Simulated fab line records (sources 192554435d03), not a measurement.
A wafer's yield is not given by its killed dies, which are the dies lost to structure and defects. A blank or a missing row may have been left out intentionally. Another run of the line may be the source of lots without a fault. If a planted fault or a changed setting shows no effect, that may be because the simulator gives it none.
fab line records | flow n5_finfet
record: lots: 10 wafers: 30 last_day: 19
route steps=1938 shown BEOL_M4@1072 PASSIVATION@1936
lots that met no fault: from a run of the same line without faults
start_h: start of the lot's first displayed wafer, in hours after the record's first day | wait_h: hours elapsed since this lot's preceding step | " repeats the value in the row above | L1.1+2: several wafers, shown together as one row | - no value, or no start was given | * or withheld: withheld | < > ~ a bound
route shown NAME@n: names a module that has steps shown in the file, with the first one's number in the route | usual: average and standard deviation across the fault-free wafers | same: alike in all rows | chamber/n: place in a boat | sites: each site's reading | _std_site: their standard deviation | _edge_site: mean of outer sites minus mean of inner sites | radius_mm: how far each site lies from the wafer's centre | mask NAME#n: copy n | behind: tool/chamber where the wafer was last shaped | hold: why the lot was held/for how many hours/how that ended | device: the transistor (n, p or np) that didn't switch | end of line: the route-end tests of the same wafers | where a step has no rows: the recipe by itself | killed: count of dies lost to structure and defects at first sort (not the wafer's yield) | map: a wafer's dies, x killed, . not, _ none there
set.NAME: the setting that was run; set.NAME@STEP: the one run at that earlier step | model.NAME: the simulator's own value behind a step, which no gauge read
one table for each step of the route and one row for each wafer, over a sample of lots
services: when a tool's chamber went out of use (start_h, in hours from the record's first day, below 0 if earlier), for how many hours, and the reason
== steps ==
step: N5_BEOL_M4_STRIP_97
recipe: chemistry: N2/H2 time_s: 10 power_w: 450 temp_c: 40 pressure_mtorr: 20 rf_frequency_hz: 6e+07 bias_power_w: 7 n2_flow_sccm: 200 h2_flow_sccm: 200
usual: drypump_motor_current_A: 5.5/0.36 oes_product_au: 0.80/0.079 rf_vpp_V: 59.3/0.87 showerhead_plenum_p_Torr: 2.58/0.07 throttle_valve_pct: 23.60/0.22
columns lot.wafer tool chamber start_h wait_h drypump_motor_current_A oes_product_au rf_hours_counter_h rf_vpp_V showerhead_plenum_p_Torr throttle_valve_pct
L127.2 rie_diel-01 3 - - 5.7 0.91 31 61.0 2.48 23.35
L127.3 " 2 " " 6.1 0.89 40 58.9 2.69 23.35
L127.4 " 0 " " 5.3 0.88 53 58.4 2.68 23.42
L129.2 rie_diel-04 0 - - 5.8 0.72 215 57.9 2.50 23.50
L129.3 " 2 " " 5.4 0.87 61 58.4 2.58 23.70
L129.5 " 3 " " 5.6 0.88 - 60.3 2.58 23.51
L130.4 rie_diel-04 2 - - 5.4 0.85 68 58.5 2.58 23.70
L130.5 " 1 " " 5.4 0.91 - 59.3 2.49 23.76
L130.6 " 2 " " 5.4 0.86 - 59.5 2.58 23.71
L135.2 rie_diel-01 0 - - 5.3 0.85 76 59.3 2.67 23.46
L135.4 " 1 " " 5.9 0.67 238 60.2 2.60 23.79
L135.5 " 2 " " 6.1 0.85 - 59.3 2.68 23.39
L137.2 rie_diel-02 2 - - 5.5 0.71 200 60.1 2.51 23.48
L137.3 " 1 " " 4.7 0.81 113 60.8 2.55 23.80
L137.4 " 0 " " 5.7 0.69 241 59.0 2.61 24.22
L142.3 rie_diel-04 1 - - 5.4 0.87 57 57.6 2.48 23.81
L142.4 " 0 " " 5.8 0.69 248 59.4 2.49 23.55
L142.5 " 2 " " 5.4 0.83 - 60.3 2.57 23.75
L145.2 rie_diel-04 3 - - 5.6 0.82 86 59.8 2.56 23.59
L145.5 " 3 " " 5.6 0.80 - 59.3 2.56 23.60
L145.6 " 1 " " 5.4 0.85 - 58.9 2.47 23.80
L146.1 rie_diel-01 3 - - 5.7 0.84 71 58.9 2.47 23.41
L146.3 " 2 " " 6.0 0.83 81 58.5 2.67 23.43
L146.6 " 2 " " 6.1 0.82 - 59.3 2.67 23.41
L144.1 rie_diel-01 0 - - 5.3 0.84 91 59.2 2.67 23.47
L144.3 " 2 " " 6.1 0.82 86 59.9 2.67 23.42
L144.6 " 0 " " 5.3 0.82 - 59.4 2.67 23.46
L149.4 rie_diel-01 0 - - 5.3 0.81 103 57.8 2.66 23.49
L149.5 " 1 " " 5.9 0.95 - 59.9 2.60 23.48
L149.6 " 2 " " 6.1 0.82 - 58.7 2.66 23.43
step: N5_BEOL_M4_ANNEAL_80
recipe: temp_c: 400 time_s: 240 ambient: vacuum
usual: heater_power_w: 807/92
columns lot.wafer tool chamber start_h wait_h heater_power_w
L127.2 pvd_sputter-01 - 153.59 0.1 838
L127.3 " - " " 625
L127.4 " - " " 845
L129.2 pvd_sputter-03 - 161.86 0.0 843
L129.3 " - " " 776
L129.5 " - " " 835
L130.4 pvd_sputter-02 - 185.12 0.0 871
L130.5 " - " " 853
L130.6 " - " " 853
L135.2 pvd_sputter-03 - 230.51 0.0 910
L135.4 " - " " 788
L135.5 " - " " 915
L137.2 pvd_sputter-01 - 240.81 0.1 813
L137.3 " - " " 856
L137.4 " - " " 611
L142.3 pvd_sputter-02 - 262.54 0.0 844
L142.4 " - " " 612
L142.5 " - " " 863
L145.2 pvd_sputter-01 - 280.00 0.0 853
L145.5 " - " " 848
L145.6 " - " " 834
L146.1 pvd_sputter-01 - 282.33 0.0 825
L146.3 " - " " 848
L146.6 " - " " 839
L144.1 pvd_sputter-01 - 289.83 0.0 834
L144.3 " - " " 628
L144.6 " - " " 860
L149.4 pvd_sputter-03 - 326.53 0.1 918
L149.5 " - " " 853
L149.6 " - " " 785
step: N5_BEOL_M4_SPUTTER_86
recipe: material: Cu target_thk_a: 45 temp_c: -20 chamber_pressure_pa: 0.07 power_w: withheld time_s: 8.29
usual: chamber_pressure_pa: 0.07002/0.00014 chuck_gas_flow_sccm: 1.27/0.049 throttle_valve_pct: 30.4/1.2
columns lot.wafer tool chamber start_h wait_h chamber_pressure_pa chuck_gas_flow_sccm throttle_valve_pct
L127.2 pvd_sputter-01 - 154.31 0.1 0.06997 1.24 30.6
L127.3 " - " " 0.07034 1.24 30.6
L127.4 " - " " 0.07012 1.36 28.1
L129.2 pvd_sputter-03 - 162.22 0.1 0.07017 1.34 29.5
L129.3 " - " " 0.07013 1.27 32.0
L129.5 " - " " 0.0703 1.29 29.6
L130.4 pvd_sputter-02 - 185.48 0.1 0.07012 1.25 31.8
L130.5 " - " " 0.07002 1.24 31.2
L130.6 " - " " 0.06997 1.30 31.4
L135.2 pvd_sputter-03 - 230.87 0.1 - - -
L135.4 " - " " - - -
L135.5 " - " " - - -
L137.2 pvd_sputter-01 - 241.53 0.1 - - -
L137.3 " - " " - - -
L137.4 " - " " - - -
L142.3 pvd_sputter-02 - 262.90 0.1 0.0702 1.28 31.2
L142.4 " - " " 0.07006 1.24 29.2
L142.5 " - " " 0.07008 1.22 31.4
L145.2 pvd_sputter-01 - 280.36 0.1 0.07004 1.24 31.2
L145.5 " - " " 0.07002 1.34 31.4
L145.6 " - " " 0.07028 1.37 30.5
L146.1 pvd_sputter-01 - 282.69 0.1 0.06984 1.27 28.3
L146.3 " - " " 0.07 1.28 30.6
L146.6 " - " " 0.06989 1.20 28.2
L144.1 pvd_sputter-01 - 290.19 0.1 0.07016 1.39 30.6
L144.3 " - " " 0.06992 1.25 30.2
L144.6 " - " " 0.06989 1.18 31.3
L149.4 pvd_sputter-03 - 326.86 0.0 0.06978 1.23 28.7
L149.5 " - " " 0.07021 1.25 29.7
L149.6 " - " " 0.06998 1.27 32.7
step: N5_BEOL_M4_ANNEAL_93
recipe: temp_c: 400 time_s: 240 ambient: vacuum
usual: heater_power_w: 807/91
columns lot.wafer tool chamber start_h wait_h heater_power_w
L127.2 pvd_sputter-01 - 155.79 0.1 815
L127.3 " - " " 642
L127.4 " - " " 829
L129.2 pvd_sputter-03 - 162.96 0.0 818
L129.3 " - " " 785
L129.5 " - " " 834
L130.4 pvd_sputter-02 - 186.22 0.0 866
L130.5 " - " " 883
L130.6 " - " " 850
L135.2 pvd_sputter-03 - 231.61 0.0 901
L135.4 " - " " 769
L135.5 " - " " 909
L137.2 pvd_sputter-01 - 243.01 0.1 828
L137.3 " - " " 850
L137.4 " - " " 632
L142.3 pvd_sputter-02 - 263.64 0.0 855
L142.4 " - " " 602
L142.5 " - " " 869
L145.2 pvd_sputter-01 - 281.10 0.0 844
L145.5 " - " " 859
L145.6 " - " " 852
L146.1 pvd_sputter-01 - 283.43 0.0 822
L146.3 " - " " 842
L146.6 " - " " 852
L144.1 pvd_sputter-01 - 290.93 0.0 842
L144.3 " - " " 637
L144.6 " - " " 849
L149.4 pvd_sputter-03 - 327.63 0.1 903
L149.5 " - " " 875
L149.6 " - " " 789
step: N5_BEOL_M4_RC_MEAS_101
usual: DIBL_N: 36.2/1.2 DIBL_P: 36.3/1.3 IOFF_N: 0.155/0.019 IOFF_P: 0.210/0.029 ION_N: 677/8.6 ION_P: 465/6.8 SS_N: 71.4/0.48 SS_P: 73.2/0.53 VT_N: 249.9/2.4 VT_P: -250/3.2
columns lot.wafer tool chamber start_h wait_h DIBL_N[mV/V] DIBL_P[mV/V] IOFF_N[nA/um] IOFF_P[nA/um] ION_N[uA/um] ION_P[uA/um] SS_N[mV/dec] SS_P[mV/dec] VT_N[mV] VT_P[mV]
L127.2 prober-02 0 158.43 0.2 36.5 36.8 0.157 0.199 672 464 71.7 72.9 250.5 -252
L127.3 " 0 " " 36.3 36.4 0.153 0.198 673 459 71.1 73.6 251.6 -250
L127.4 " 0 " " 37.5 37.9 0.178 0.220 685 469 71.9 72.6 249.3 -250
L129.2 prober-02 0 164.57 0.2 35.9 36.3 0.161 0.233 680 471 71.5 73.6 247.7 -247
L129.3 " 0 " " 35.5 36.4 0.155 0.227 690 476 70.4 72.9 246.8 -247
L129.5 " 0 " " 35.7 36.2 0.155 0.229 681 472 70.8 73.7 246.7 -248
L130.4 prober-01 0 188.14 0.5 34.5 35.1 0.138 0.196 682 470 70.4 73.4 250.0 -249
L130.5 " 0 " " 34.6 34.9 0.140 0.194 670 465 70.7 72.7 251.1 -251
L130.6 " 0 " " 34.0 34.1 0.121 0.177 664 456 70.3 72.9 253.0 -254
L135.2 prober-02 0 233.38 0.2 35.4 35.1 0.155 0.235 679 473 71.8 73.3 247.3 -246
L135.4 " 0 " " 36.1 35.5 0.165 0.245 683 477 71.8 73.4 248.0 -244
L135.5 " 0 " " 35.5 35.5 0.158 0.257 671 474 71.6 73.4 248.7 -244
L137.2 prober-01 0 245.08 0.2 34.4 33.4 0.117 0.192 669 470 70.6 72.5 253.2 -245
L137.3 " 0 " " 36.1 36.1 0.154 0.227 680 474 71.4 73.4 250.9 -247
L137.4 " 0 " " 37.6 37.4 0.181 0.253 684 470 71.6 74.0 246.6 -247
L142.3 prober-01 0 265.65 0.3 37.0 37.8 0.187 0.269 680 469 71.5 74.1 245.6 -244
L142.4 " 0 " " 36.3 37.1 0.175 0.266 696 479 71.9 73.7 247.8 -247
L142.5 " 0 " " 36.7 37.1 0.172 0.257 686 478 71.8 73.1 245.8 -246
L145.2 prober-02 0 282.73 0.2 36.5 37.6 0.155 0.216 672 464 70.9 73.4 250.2 -248
L145.5 " 0 " " 35.7 36.6 0.142 0.194 676 464 71.5 73.3 251.9 -251
L145.6 " 0 " " 36.0 37.3 0.145 0.219 676 463 71.8 73.5 251.1 -248
L146.1 prober-02 0 284.92 0.0 35.8 36.8 0.170 0.225 678 472 71.5 73.3 245.8 -248
L146.3 " 0 " " 35.6 36.4 0.158 0.217 681 469 71.2 73.2 249.6 -248
L146.6 " 0 " " 34.0 34.9 0.139 0.197 679 467 70.5 73.4 247.4 -249
L144.1 prober-02 0 292.39 0.0 38.3 36.4 0.164 0.178 679 460 70.9 73.2 250.1 -255
L144.3 " 0 " " 38.5 36.8 0.166 0.186 676 451 71.7 73.6 251.8 -254
L144.6 " 0 " " 37.0 35.2 0.143 0.159 678 459 71.3 72.5 249.1 -256
L149.4 prober-02 0 329.51 0.5 36.7 36.1 0.170 0.206 676 466 71.5 73.0 247.0 -251
L149.5 " 0 " " 36.6 35.9 0.166 0.199 676 461 70.6 73.5 250.3 -252
L149.6 " 0 " " 37.7 38.0 0.184 0.240 690 471 72.1 73.9 245.6 -249
step: N5_PASSIVATION_PROBE_49
usual: defect_limited_yield: 91.2/1.4 killed_at_M0_to_M3: 34/10 killed_at_M4_up: 13/5.1 killed_at_contacts: 12/6.5 killed_at_front_end: 41/11 killed_at_other: 4/3.3 killed_dies: 104/16 killed_open: 69/13 killed_short: 33/7 sort_bin_5_function: 5.1/0.91 sort_bin_6_memory: 3.3/0.69 sort_n_pass: 1076/16 sort_yield_pct: 91.2/1.4
same: gross_dies: 1180 killed_at_back_side: 0 sort_bin_4_leakage[%]: 0 sort_bin_8_speed[%]: 0
columns lot.wafer tool chamber start_h wait_h defect_limited_yield[%] killed_at_M0_to_M3 killed_at_M4_up killed_at_contacts killed_at_front_end killed_at_other killed_dies killed_open killed_short sort_bin_5_function[%] sort_bin_6_memory[%] sort_n_pass sort_yield_pct[%]
L135.2 prober-02 - 343.53 0.8 90.1 27 11 23 55 1 117 77 34 5.8 4.0 1063 90.1
L135.4 prober-02 - 343.63 0.9 91.4 18 25 22 36 0 101 72 25 5.4 3.1 1079 91.4
L135.5 prober-02 - 343.68 1.0 90.0 37 12 13 56 0 118 74 37 5.9 3.8 1062 90.0
L137.2 prober-02 - 344.05 0.1 91.4 36 20 13 31 1 101 67 25 5.8 2.7 1079 91.4
L137.3 prober-02 - 344.10 0.1 91.3 38 25 8 30 2 103 65 31 5.3 3.1 1077 91.3
L137.4 prober-02 - 344.15 0.2 91.5 26 20 14 35 5 100 63 30 4.7 3.7 1080 91.5
killed by level:class
L135.2 MOL_CONTACT_COAG:geometric_particle:open=20 FIN_SAQP:geometric_particle:open=14 STI_FIN_REVEAL:geometric_particle:open=12 FIN_SAQP:geometric_particle:short=11 DUMMY_GATE:geometric_particle:open=6 BEOL_M2:geometric_particle:open=6 BEOL_M0_SAQP:geometric_particle:short=6 BEOL_M3:geometric_particle:open=6
L135.4 MOL_CONTACT_COAG:geometric_particle:open=18 STI_FIN_REVEAL:geometric_particle:open=11 FIN_SAQP:geometric_particle:open=8 BEOL_M5:geometric_particle:open=6 BEOL_M1:geometric_particle:open=5 FIN_SAQP:geometric_particle:short=4 MOL_CONTACT_COAG:geometric_particle:short=4 BEOL_M0_SAQP:geometric_particle:short=4
L135.5 STI_FIN_REVEAL:geometric_particle:open=16 FIN_SAQP:geometric_particle:open=11 MOL_CONTACT_COAG:geometric_particle:open=9 BEOL_M1:geometric_particle:open=7 BEOL_M0_SAQP:geometric_particle:open=7 BEOL_M0_SAQP:geometric_particle:short=7 BEOL_M4:interface_void_opened=6 ILD0:geometric_particle:short=5
L137.2 BEOL_M3:geometric_particle:open=12 MOL_CONTACT_COAG:geometric_particle:open=11 BEOL_M4:interface_void_opened=8 STI_FIN_REVEAL:geometric_particle:open=7 STI_FIN_REVEAL:geometric_particle:short=6 BEOL_M2:geometric_particle:open=6 BEOL_M4:geometric_particle:open=5 FIN_SAQP:geometric_particle:open=4
L137.3 BEOL_M3:geometric_particle:open=13 MOL_CONTACT_COAG:geometric_particle:open=7 BEOL_M4:geometric_particle:open=7 BEOL_M4:interface_void_opened=7 FIN_SAQP:geometric_particle:open=6 BEOL_M0:geometric_particle:open=6 BEOL_M1:geometric_particle:open=5 STARTING-WAFER:geometric_particle:short=5
L137.4 STI_FIN_REVEAL:geometric_particle:open=13 MOL_CONTACT_COAG:geometric_particle:open=10 BEOL_M0_SAQP:geometric_particle:short=8 BEOL_M4:interface_void_opened=7 DUMMY_GATE:geometric_particle:open=6 BEOL_M2:geometric_particle:open=6 MOL_CONTACT_COAG:geometric_particle:short=4 BEOL_M0_SAQP:geometric_particle:open=4
== services ==
columns tool chamber start_h hours kind
rie_diel-01 1 136.85 10.3 repair
rie_diel-02 1 137.28 9.5 repair
rie_diel-04 3 144.66 14.2 repair
pvd_sputter-01 - 146.86 5.2 repair
rie_diel-02 - 159.50 1.4 repair
rie_diel-01 0 183.85 7.7 repair
rie_diel-02 3 195.74 3.8 repair
rie_diel-04 1 207.48 14.3 repair
rie_diel-04 - 209.64 0.6 repair
rie_diel-04 0 217.81 6.3 repair
rie_diel-02 2 227.15 4.2 repair
rie_diel-01 - 238.63 15.6 pm
rie_diel-02 2 252.28 2.4 repair
rie_diel-01 0 259.64 4.1 repair
rie_diel-02 - 260.12 2.8 pm
rie_diel-04 0 267.31 - clean
rie_diel-04 0 267.31 - consumable_replace:focus_ring
rie_diel-04 0 267.31 12.7 scheduled_down
rie_diel-01 1 277.87 - clean
rie_diel-01 1 277.87 - consumable_replace:focus_ring
rie_diel-01 1 277.87 19.3 scheduled_down
rie_diel-01 1 277.87 19.3 vent_cycle
rie_diel-04 - 297.70 2.8 pm
rie_diel-01 - 310.45 2.8 pm
== key ==
first_sign: step: N5_BEOL_M4_SPUTTER_86 reading: tool_record direction: missing
effect none on later readings
met_at N5_BEOL_M4_SPUTTER_86
struck_lots L135,L137
not_acting_at N5_BEOL_M4_STRIP_97,N5_BEOL_M4_ANNEAL_80,N5_BEOL_M4_ANNEAL_93
onset_between 162.22 230.87
fault: kind: skipped_step_whole tool: pvd_sputter-01,pvd_sputter-03 chamber: - onset_h: 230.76 steps: N5_BEOL_M4_SPUTTER_86 scope: struck_lots_only
